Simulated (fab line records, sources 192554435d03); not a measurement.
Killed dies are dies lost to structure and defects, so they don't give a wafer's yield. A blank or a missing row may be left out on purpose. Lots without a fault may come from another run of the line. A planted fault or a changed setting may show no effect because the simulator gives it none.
fab line records | flow n5_finfet
record lots=6 wafers=17 last_day=17
route steps=1938 shown SD_EPI_N@280 BEOL_M4@1111 PASSIVATION@1936
lots that met no fault: from a run of the same line without faults
start_h: hours from the record's first day to the start of the lot's first wafer shown | wait_h: hours since the lot's step before | " the same as in the row above | L1.1+2: a row that stands for several wafers | - no value, or no start given | * or withheld: withheld | < > ~ a bound
route shown NAME@n: a module of which the file shows steps, and the number in the route of the first | usual: mean/standard deviation of fault-free wafers | same: alike in all rows | chamber/n: place in a boat | sites: the reading at each site | _std_site: their standard deviation | _edge_site: outer sites' mean less inner sites' | radius_mm: how far each site lies from the wafer's centre | mask NAME#n: copy n | behind: the tool/chamber that last shaped the wafer | hold: why the lot was held/for how many hours/how that ended | device: the transistor (n, p or np) that didn't switch | end of line: the same wafers' tests at the end of the route | a step without rows: its recipe alone | killed: dies lost to structure and defects at the first sort, not the wafer's yield | map: a wafer's dies, x killed, . not, _ none there
set.NAME: the setting as run; set.NAME@STEP: as run at that earlier step | model.NAME: the simulator's own value behind a step, which no gauge read
lots at some steps of the route; a table a step, a row a wafer
services: from which hour (start_h, from the record's first day; less than 0 if before it) a tool's chamber was out of use, for how many hours, and why
## steps
# step N5_SD_EPI_N_STRIP_47
# recipe chemistry=CHF3/O2 resist=SiARC rf_frequency_hz=6e+07
# step N5_SD_EPI_N_SD_RECESS_17
# recipe chemistry=HBr/Cl2/O2 target_depth_a=410 mask_material=SOC time_s=23.7 bt_time_s=3 pressure_mtorr=10 icp_w=800 bias_w=112 HBr_flow_sccm=150 Cl2_flow_sccm=80 O2_flow_sccm=12
# usual chamber_pressure_mTorr=10.000/0.0091 drypump_motor_current_A=5.7/0.41 oes_product_au=0.994/0.016 throttle_valve_pct=37.0/0.32
# columns lot.wafer tool chamber start_h wait_h chamber_pressure_mTorr drypump_motor_current_A oes_product_au rf_hours_counter_h throttle_valve_pct
L897.2 rie_si-04 0 62.32 0.0 9.995 6.0 1.002 29 37.0
L897.5 " 3 " " 9.996 6.3 1.015 - 36.8
L897.6 " 2 " " 9.999 5.0 1.008 - 36.9
L898.1 rie_si-04 1 70.46 0.0 9.994 6.3 1.009 37 37.2
L898.3 " 0 " " 9.996 6.0 1.000 29 36.9
L898.6 " 0 " " 9.983 5.9 1.007 - 36.9
L904.3 rie_si-03 2 109.46 0.0 9.987 6.2 0.971 186 37.4
L904.4 " 0 " " 9.992 5.7 1.001 100 36.8
L904.6 " 2 " " 9.990 6.2 0.974 - 37.4
L907.1 rie_si-04 3 129.62 0.0 10.002 6.3 1.005 117 36.8
L907.6 " 2 " " 10.010 5.0 1.012 - 36.9
L912.2 rie_si-02 0 155.77 0.0 10.013 5.1 0.992 9 37.1
L912.3 " 2 " " 9.998 5.7 0.972 70 36.9
L912.6 " 3 " " 9.995 5.5 0.997 - 36.5
L918.2 rie_si-02 3 187.59 0.0 9.999 5.4 0.994 118 36.5
L918.4 " 1 " " 10.002 5.2 0.997 121 37.6
L918.6 " 0 " " 10.004 5.1 1.011 - 37.1
# step N5_SD_EPI_N_STRIP_38
# recipe chemistry=N2/H2 power_w=1000 temp_c=250 h2_frac=0.65 overash_fraction=0.3 pressure_mtorr=withheld n2_flow_sccm=1750 h2_flow_sccm=3250
# usual drypump_motor_current_A=5.6/0.5 heater_power_w=308/10 oes_product_au=0.760/0.011
# columns lot.wafer tool chamber start_h wait_h drypump_motor_current_A heater_power_w oes_product_au rf_hours_counter_h
L897.2 plasma_asher-02 1 62.41 0.1 5.5 289 0.765 85
L897.5 " 0 " " 6.4 302 0.750 -
L897.6 " 1 " " 5.5 295 0.754 -
L898.1 plasma_asher-01 1 70.56 0.1 5.5 311 0.756 38
L898.3 " 1 " " 5.5 307 0.747 -
L898.6 " 1 " " 5.6 304 0.754 -
L904.3 plasma_asher-01 1 109.57 0.1 5.6 305 0.759 -
L904.4 " 0 " " 5.0 321 0.763 -
L904.6 " 1 " " 5.6 305 0.752 -
L907.1 plasma_asher-02 0 129.72 0.1 6.4 312 0.749 98
L907.6 " 1 " " 5.5 293 0.758 -
L912.2 plasma_asher-01 1 155.87 0.1 5.5 305 0.753 54
L912.3 " 0 " " 5.0 317 0.751 -
L912.6 " 0 " " 5.0 329 0.762 -
L918.2 plasma_asher-02 0 187.85 0.2 6.4 303 0.749 111
L918.4 " 1 " " 5.4 304 0.757 -
L918.6 " 0 " " 6.4 309 0.769 -
# step N5_SD_EPI_N_WET_ETCH_43
# recipe chemistry=dHF dilution=withheld time_s=14 target=SiO2 target_depth_a=15 temp_c=25
# step N5_SD_EPI_N_STRIP_18
# recipe chemistry=SPM time_s=750 temp_c=130 h2so4_h2o2_vol_ratio=4
# step N5_SD_EPI_N_SRD_20
# recipe dry=ipa_marangoni do_ppb=5 time_s=30 temp_c=23 rinse_liquid=diw
# step N5_SD_EPI_N_PRECLEAN_48
# recipe chemistry=NF3:NH3 afs_cycles=2 temp_c=30 time_s=20 sublimation_temp_c=180 sublimation_time_s=60 pressure_torr=3 rf_power_w=30
# step N5_SD_EPI_N_VAPOR_ETCH_50
# recipe chemistry=HCl target=Si temp_c=775 time_s=54 pressure_torr=20 mode=isotropic
# usual throttle_valve_pct=11.9/0.44
# columns lot.wafer tool chamber start_h wait_h throttle_valve_pct
L897.2 epi_rpcvd-03 0 63.46 0.5 12.2
L897.5 " 0 " " 12.4
L897.6 " 0 " " 12.5
L898.1 epi_rpcvd-01 0 71.27 0.3 11.7
L898.3 " 0 " " 11.7
L898.6 " 0 " " 11.7
L904.3 epi_rpcvd-03 0 110.47 0.3 12.2
L904.4 " 0 " " 12.2
L904.6 " 0 " " 12.3
L907.1 epi_rpcvd-04 0 130.43 0.3 11.4
L907.6 " 0 " " 11.3
L912.2 epi_rpcvd-04 0 156.62 0.3 11.3
L912.3 " 0 " " 11.5
L912.6 " 0 " " 11.4
L918.2 epi_rpcvd-03 0 188.59 0.3 12.3
L918.4 " 0 " " 12.1
L918.6 " 0 " " 12.4
# step N5_SD_EPI_N_EPI_21
# recipe material=Si:P dopant=P temp_c=680 pressure_torr=255 time_s=690
# step N5_SD_EPI_N_EPI_MEAS_23
# recipe mode=xrd
# usual thk_nm=59.2/1.3
# columns lot.wafer tool chamber start_h wait_h thk_nm
L897.2 film_metro-01 - 66.75 2.0 58.0
L897.5 " - " " 58.7
L897.6 " - " " 58.9
L898.1 film_metro-01 - 73.16 1.4 60.5
L898.3 " - " " 59.1
L898.6 " - " " 58.7
L904.3 film_metro-02 - 112.91 1.2 58.5
L904.4 " - " " 59.4
L904.6 " - " " 56.8
L907.1 film_metro-01 - 132.34 1.5 61.0
L907.6 " - " " 58.3
L912.2 film_metro-02 - 158.48 1.2 57.1
L912.3 " - " " 57.7
L912.6 " - " " 57.1
L918.2 film_metro-02 - 190.46 1.2 58.3
L918.4 " - " " 59.5
L918.6 " - " " 58.2
# step N5_SD_EPI_N_PRECLEAN_24
# recipe chemistry=O3/DIW time_s=60 temp_c=22 o3_ppm=10
# step N5_SD_EPI_N_SRD_25
# recipe time_s=30 temp_c=23 rinse_liquid=diw dry=ipa_marangoni
# step N5_SD_EPI_N_PRECLEAN_49
# recipe chemistry=NF3:NH3 afs_cycles=1 temp_c=30 time_s=20 sublimation_temp_c=180 sublimation_time_s=60 pressure_torr=3 rf_power_w=30
# usual time_s=20/0
# columns lot.wafer tool chamber start_h wait_h time_s
L897.2 remote_plasma-01 0 66.88 0.1 20
L897.5 " 0 " " 20
L897.6 " 0 " " 20
L898.1 remote_plasma-02 0 73.27 0.0 20
L898.3 " 0 " " 20
L898.6 " 0 " " 20
L904.3 remote_plasma-02 0 113.07 0.1 20
L904.4 " 0 " " 18.314
L904.6 " 0 " " 18.314
L907.1 remote_plasma-02 1 132.45 0.0 20
L907.6 " 1 " " 18.314
L912.2 remote_plasma-01 0 158.65 0.1 20
L912.3 " 0 " " 20
L912.6 " 0 " " 20
L918.2 remote_plasma-02 0 190.59 0.1 20
L918.4 " 0 " " 20
L918.6 " 0 " " 20
# step N5_SD_EPI_N_LINER_46
# recipe material=SiNx target_thk_a=30 temp_c=400 ald_precursor_family=SiH2I2 ald_co_reactant=N2/H2-plasma pressure_torr=2
# usual heater_power_w=826/69
# columns lot.wafer tool chamber start_h wait_h heater_power_w
L897.2 ald_sin-02 3 67.12 0.2 738
L897.5 " 0 " " 773
L897.6 " 1 " " 842
L898.1 ald_sin-01 3 73.47 0.2 918
L898.3 " 2 " " 910
L898.6 " 2 " " 883
L904.3 ald_sin-02 1 113.21 0.1 855
L904.4 " 3 " " 719
L904.6 " 0 " " 770
L907.1 ald_sin-02 2 132.66 0.2 827
L907.6 " 2 " " 833
L912.2 ald_sin-01 0 158.97 0.3 851
L912.3 " 2 " " 906
L912.6 " 0 " " 883
L918.2 ald_sin-02 1 191.20 0.6 838
L918.4 " 2 " " 827
L918.6 " 2 " " 860
# step N5_BEOL_M4_RC_MEAS_101
# usual DIBL_N=36.1/1.5 DIBL_P=36.1/1.9 IOFF_N=0.159/0.029 IOFF_P=0.21/0.038 ION_N=675/11 ION_P=464/8.1 SS_N=71.5/0.57 SS_P=73.3/0.64 VT_N=249/3.1 VT_P=-250/3.8
# columns lot.wafer tool chamber start_h wait_h DIBL_N[mV/V] DIBL_P[mV/V] IOFF_N[nA/um] IOFF_P[nA/um] ION_N[uA/um] ION_P[uA/um] SS_N[mV/dec] SS_P[mV/dec] VT_N[mV] VT_P[mV]
L897.2 prober-02 0 176.86 0.2 36.9 38.1 0.187 0.27 691 478 71.6 74.2 245 -242
L897.5 " 0 " " 36.5 38.2 0.179 0.27 692 479 72.5 73.7 248 -245
L897.6 " 0 " " 35.3 35.5 0.145 0.21 675 465 72.1 73.7 250 -249
L898.1 prober-01 0 177.38 0.0 39.6 37.8 0.197 0.25 674 466 72.4 73.6 247 -246
L898.3 " 0 " " 38.7 38.8 0.193 0.27 679 469 71.7 73.3 247 -245
L898.6 " 0 " " 35.5 33.8 0.126 0.18 653 450 71.8 72.7 254 -250
L904.3 prober-02 0 221.19 0.3 38.5 38.5 0.194 0.27 688 475 72.3 74.2 245 -245
L904.4 " 0 " " 38.9 38.6 0.195 0.27 682 472 71.8 74.2 244 -243
L904.6 " 0 " " 37.8 37.2 0.173 0.24 684 474 71.1 74.4 249 -245
L907.1 prober-01 0 245.48 0.0 33.0 32.4 0.104 0.15 660 446 70.9 72.5 255 -254
L907.6 " 0 " " 34.5 33.7 0.123 0.16 668 450 70.8 72.7 253 -254
L912.2 prober-01 0 269.68 0.2 38.5 38.9 0.187 0.21 665 456 72.4 73.6 249 -254
L912.3 " 0 " " 36.2 37.3 0.151 0.18 662 446 71.6 72.8 254 -256
L912.6 " 0 " " 37.5 38.5 0.180 0.20 678 460 72.7 73.3 248 -253
L918.2 prober-01 0 321.60 0.2 36.2 37.9 0.192 0.27 679 475 71.6 74.0 246 -244
L918.4 " 0 " " 34.7 35.0 0.153 0.21 683 473 71.3 73.3 249 -250
L918.6 " 0 " " 36.2 36.5 0.183 0.23 682 463 71.3 74.1 248 -248
# step N5_PASSIVATION_PROBE_49
# usual defect_limited_yield=91.5/1.6 killed_at_M0_to_M3=33/10 killed_at_M4_up=13/5.6 killed_at_contacts=13/6 killed_at_front_end=39/12 killed_at_other=3.0/2.8 killed_dies=101/19 killed_open=65/13 killed_short=32/8.3 sort_bin_5_function=5.0/1 sort_bin_6_memory=3.1/0.69 sort_n_pass=1079/19 sort_yield_pct=91.5/1.6
# same gross_dies=1180 killed_at_back_side=0 sort_bin_4_leakage[%]=0 sort_bin_8_speed[%]=0
# columns lot.wafer tool chamber start_h wait_h defect_limited_yield[%] killed_at_M0_to_M3 killed_at_M4_up killed_at_contacts killed_at_front_end killed_at_other killed_dies killed_open killed_short sort_bin_5_function[%] sort_bin_6_memory[%] sort_n_pass sort_yield_pct[%]
L898.1 prober-01 - 270.45 0.1 93.6 30 8 8 26 3 75 50 23 3.9 2.3 1105 93.6
L898.3 prober-01 - 270.55 0.2 90.2 49 8 15 41 3 116 82 31 6.3 2.9 1064 90.2
L898.6 prober-01 - 270.70 0.4 95.0 23 5 4 19 8 59 47 9 3.2 1.8 1121 95.0
# killed by level:class
L898.1 BEOL_M2:geometric_particle:open=9 DUMMY_GATE:geometric_particle:open=7 MOL_CONTACT_COAG:geometric_particle:open=7 BEOL_M1:geometric_particle:open=5 FIN_SAQP:geometric_particle:open=4 BEOL_M0_SAQP:geometric_particle:open=4 FIN_SAQP:geometric_particle:short=3 STI_FIN_REVEAL:geometric_particle:open=3
L898.3 FIN_SAQP:geometric_particle:open=15 BEOL_M1:geometric_particle:open=13 MOL_CONTACT_COAG:geometric_particle:open=12 BEOL_M0_SAQP:geometric_particle:open=9 BEOL_M2:geometric_particle:open=9 DUMMY_GATE:geometric_particle:open=5 BEOL_M1:geometric_particle:short=4 BEOL_M3:geometric_particle:open=4
L898.6 BEOL_M3:geometric_particle:open=8 BEOL_M1:geometric_particle:open=5 STI_FIN_REVEAL:geometric_particle:open=4 DUMMY_GATE:geometric_particle:open=4 FIN_SAQP:geometric_particle:short=3 FIN_SAQP:geometric_particle:open=3 MOL_CONTACT_COAG:geometric_particle:open=3 BEOL_M0_SAQP:geometric_particle:short=3
## services
# columns tool chamber start_h hours kind
ald_sin-02 0 38.50 9.1 repair
epi_rpcvd-01 - 82.51 1.4 repair
ald_sin-01 - 85.40 14.0 pm
ald_sin-01 0 85.40 14.0 vent_cycle
ald_sin-01 1 85.40 14.0 vent_cycle
ald_sin-01 2 85.40 14.0 vent_cycle
ald_sin-01 3 85.40 14.0 vent_cycle
epi_rpcvd-01 - 92.40 8.1 pm
ald_sin-01 0 99.40 - clean
ald_sin-01 1 99.40 - clean
ald_sin-01 2 99.40 - clean
ald_sin-01 3 99.40 - clean
rie_si-04 1 99.50 3.5 repair
rie_si-02 - 109.96 0.3 repair
ald_sin-01 - 122.19 14.6 pm
plasma_asher-02 - 134.73 1.1 repair
ald_sin-02 2 142.13 17.0 repair
rie_si-03 - 159.61 0.3 repair
rie_si-04 1 172.44 14.3 repair
## key
first_sign step=N5_SD_EPI_N_PRECLEAN_49 reading=time_s direction=down sigmas=99+ usual=* struck=*
effect none on later readings
met_at N5_SD_EPI_N_PRECLEAN_49
struck_wafers L904.4,L904.6,L907.6
baseline_loss step=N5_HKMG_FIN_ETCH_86 wafers=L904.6
onset_between 73.27 113.07
fault kind=process_parameter_drift tool=remote_plasma-02 chamber=- onset_h=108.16 steps=N5_SD_EPI_N_PRECLEAN_49 channel=time_s offset=* shape=step end_h=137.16 scope=struck_wafers_only acts_in=* stated=*
# baseline_loss: these wafers lose ten dies or more at that step, a loss of the line's own and not of a fault; the sort's usual values leave them out
